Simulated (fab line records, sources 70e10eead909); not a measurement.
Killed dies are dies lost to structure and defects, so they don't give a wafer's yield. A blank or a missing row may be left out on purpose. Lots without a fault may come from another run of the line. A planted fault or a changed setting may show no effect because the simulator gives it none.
A struck lot beside a sound one | flow nand_harc | 15 steps out of a route of 1159
Sound: wafers L456.2, L456.4, L456.6. Struck: wafers L454.2, L454.4, L454.6. The cause comes at the end.
At each step with rows: each side's tool, then ch and its chambers, then its first start. Under that, the readings that differ: sound wafers | struck wafers | difference of the means | sigmas: that difference in standard deviations of wafers without a fault.
alike: readings whose means differ by less than 2 such deviations, and words and numbers that are the same on both sides. not compared: withheld readings, readings that some wafer has no value for, bounds like >300 that may hide the same value, and numbers for which the record gives no deviation and whose values overlap.
The two part at a step that has a row with sigmas, a row that says differs or no value, or rows on one side only. Numbers that don't overlap but have no deviation are shown without sigmas and don't part them. A reading that every wafer of one side lacks parts them only if that side has two wafers or more.

NHARC_P_M2_DESCUM_14: chemistry O2, time 3 s.
  sound on rie_diel-02 ch 0,1, day 11 13:13; struck on rie_diel-02 ch 2,3, day 11 06:29
  alike: drypump_motor_current_A, oes_product_au, rf_vpp_V, showerhead_plenum_p_Torr, throttle_valve_pct
  not compared: rf_hours_counter_h
then, 2 steps without rows for these wafers: NHARC_P_M2_ETCH_35 (etches the open film in N2/H2, target depth 40 nm, overetch 12 nm, time 43.94 s); NHARC_P_M2_ETCH_15 (etches the open film in C4F8/Ar, target depth 182.5 nm, time 91.2 s).
NHARC_P_M2_CD_MEAS_16:
  sound on cd_sem-02, day 11 13:31; struck on cd_sem-03, day 11 06:47
  alike: cd_nm
NHARC_P_M2_STRIP_18: strips in N2/H2.
  sound on rie_diel-02 ch 1,2,3, day 11 13:37; struck on rie_diel-02 ch 0,1, day 11 06:52
  alike: drypump_motor_current_A, oes_product_au, rf_vpp_V, showerhead_plenum_p_Torr, throttle_valve_pct
  not compared: rf_hours_counter_h
then, 3 steps without rows for these wafers: NHARC_P_M2_ETCH_28 (etches the open film in CF4/N2, target depth 30 nm, time 72.99 s); NHARC_P_M2_STRIP_19 (strips in post etch residue remover, time 600 s); NHARC_P_M2_DEGAS_29 (time 60 s).
NHARC_P_M2_PRE_CLEAN_30: time 30 s.
  sound on pvd_sputter-01; struck on pvd_sputter-03
  alike: heater_power_w
NHARC_P_M2_PVD_20: deposits TaN, target thk 5 nm, time 8.06 s.
  sound on pvd_sputter-01; struck on pvd_sputter-03
  alike: throttle_valve_pct
NHARC_P_M2_PVD_21: deposits Cu, target thk 30 nm, time 20.49 s.
  sound on pvd_sputter-01; struck on pvd_sputter-03
  alike: throttle_valve_pct
then, 1 step without rows for these wafers: NHARC_P_M2_ECD_22 (material Cu, target thk 400 nm).
NHARC_P_M2_ANNEAL_31: time 90 s.
  sound on rtp_anneal-01 ch 0, day 11 15:27; struck on rtp_anneal-01, day 11 08:18
  no value came back on the struck wafers for anneal_temp_c (C), anneal_temp_c_max, wafer_temp_C_max; on the sound wafers anneal_temp_c (C) reads 225.24 225.30 225.02
then, 1 step without rows for these wafers: NHARC_P_M2_CMP_23 (polishes, t overpolish 20 s, target thk 144.3 nm).
-- the record jumps here: 14 days lie between the struck wafers' starts before and after (it left off in module P_M2 and takes up again in module END, whose first step shown is number 1159 of the route) --
NHARC_END_SORT_01:
  sound on prober-01 ch 0, day 25 02:47; struck on prober-02 ch 0, day 25 02:37
  reading                  | sound          | struck         | difference | sigmas
  defect_limited_yield (%) | 94.1 94.2 91.4 | 86.7 89.5 91.7 | -3.9       | -2
  killed_at_periphery      | 5 5 5          | 40 25 14       | +21        | +10
  killed_dies              | 40 39 58       | 90 71 56       | +27        | +2
  sort_bin_2_pct (%)       | 1.9 2.1 2.7    | 6.8 5.3 4.1    | +3.2       | +4
  sort_n_pass              | 637 638 619    | 587 606 621    | -27        | -2
  sort_rim_yield_pct (%)   | 92 93 87       | 72 73 83       | -15        | -4
  sort_yield_pct (%)       | 94.1 94.2 91.4 | 86.7 89.5 91.7 | -3.9       | -2
  alike: killed_at_array, killed_at_other, killed_open, killed_short, sort_bin_3_pct, sort_bin_4_pct

WHERE THEY PART
First at NHARC_P_M2_ANNEAL_31; last, within this record, at NHARC_END_SORT_01.

WHY: what the simulator had put in
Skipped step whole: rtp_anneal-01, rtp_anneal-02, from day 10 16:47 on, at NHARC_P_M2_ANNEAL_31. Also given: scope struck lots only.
